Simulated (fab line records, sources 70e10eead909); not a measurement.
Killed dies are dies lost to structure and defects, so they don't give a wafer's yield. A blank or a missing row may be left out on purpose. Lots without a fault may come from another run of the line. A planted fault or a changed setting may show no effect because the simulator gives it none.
A struck lot beside a sound one | flow nand_harc | 14 steps out of a route of 1302
Sound: wafers L543.1, L543.3, L543.6. Struck: wafers L551.1, L551.4. The cause comes at the end.
At each step with rows: each side's tool, then ch and its chambers, then its first start. Under that, the readings that differ: sound wafers | struck wafers | difference of the means | sigmas: that difference in standard deviations of wafers without a fault.
alike: readings whose means differ by less than 2 such deviations, and words and numbers that are the same on both sides. not compared: withheld readings, readings that some wafer has no value for, bounds like >300 that may hide the same value, and numbers for which the record gives no deviation and whose values overlap.
The two part at a step that has a row with sigmas, a row that says differs or no value, or rows on one side only. Numbers that don't overlap but have no deviation are shown without sigmas and don't part them. A reading that every wafer of one side lacks parts them only if that side has two wafers or more.

NHARC_A_ZERO_WELL_INSPECT_17:
  sound on defect_inspect-02, day 8 09:14; struck on defect_inspect-01, day 11 19:23
  alike: raw_defect_count
then, 3 steps without rows for these wafers: NHARC_A_SOURCE_PLATE_PRECLEAN_00 (cleans in HF-LAST, time 60 s); NHARC_A_SOURCE_PLATE_SRD_01; NHARC_A_SOURCE_PLATE_OXIDE_02 (material SiO2, target thk 10 nm, ox time 1362 s).
NHARC_A_SOURCE_PLATE_THK_MEAS_09: measures by ellipsometry.
  sound on film_metro-01, day 8 15:48; struck on film_metro-01, day 12 02:38
  alike: thk_nm
then, 3 steps without rows for these wafers: NHARC_A_SOURCE_PLATE_PVD_04 (deposits WSi2, target thk 50 nm); NHARC_A_SOURCE_PLATE_CVD_03 (deposits poly-Si, target thk 200 nm, time 4000 s); NHARC_A_SOURCE_PLATE_ANNEAL_05 (time 1800 s).
NHARC_A_SOURCE_PLATE_THK_MEAS_06: measures by ellipsometry.
  sound on film_metro-02, day 9 04:41; struck on film_metro-02, day 12 15:32
  reading     | sound             | struck      | difference | sigmas
  thk_nm (nm) | 194.4 195.1 197.9 | 201.6 200.0 | +5.0       | +2
NHARC_A_SOURCE_PLATE_INSPECT_08:
  sound on defect_inspect-02, day 9 04:46; struck on defect_inspect-02, day 12 15:36
  alike: raw_defect_count
NHARC_A_ONON_D1_DEP_00: target thk 1000 nm.
  sound on pecvd_onon-03 ch 0, day 9 04:49; struck on pecvd_onon-03 ch 0, day 12 15:40
NHARC_A_ONON_D1_THK_MEAS_02: measures by ellipsometry.
  sound on film_metro-02, day 9 05:20; struck on film_metro-02, day 12 16:11
  reading     | sound          | struck    | difference | sigmas
  thk_nm (nm) | 1007 1005 1006 | 1497 1494 | +490       | +60
then, 1 step without rows for these wafers: NHARC_A_ONON_D1_DEP_03 (target thk 1000 nm).
-- the record jumps here: 17 days lie between the struck wafers' starts before and after (it left off in module A_ONON_D1 and takes up again in module END, whose first step shown is number 1302 of the route) --
NHARC_END_SORT_01:
  sound on prober-01 ch 0, day 26 15:46; struck on prober-02 ch 0, day 29 12:46
  reading         | sound | struck  | difference | sigmas
  killed_at_array | 89    | 672 675 | +584       | +32
  killed_dies     | 92    | 677 677 | +585       | +34
  killed_short    | 1     | 3 6     | +4         | +2
  alike: killed_at_other, killed_at_periphery, killed_open

WHERE THEY PART
First at NHARC_A_SOURCE_PLATE_THK_MEAS_06; last, within this record, at NHARC_END_SORT_01.

WHY: what the simulator had put in
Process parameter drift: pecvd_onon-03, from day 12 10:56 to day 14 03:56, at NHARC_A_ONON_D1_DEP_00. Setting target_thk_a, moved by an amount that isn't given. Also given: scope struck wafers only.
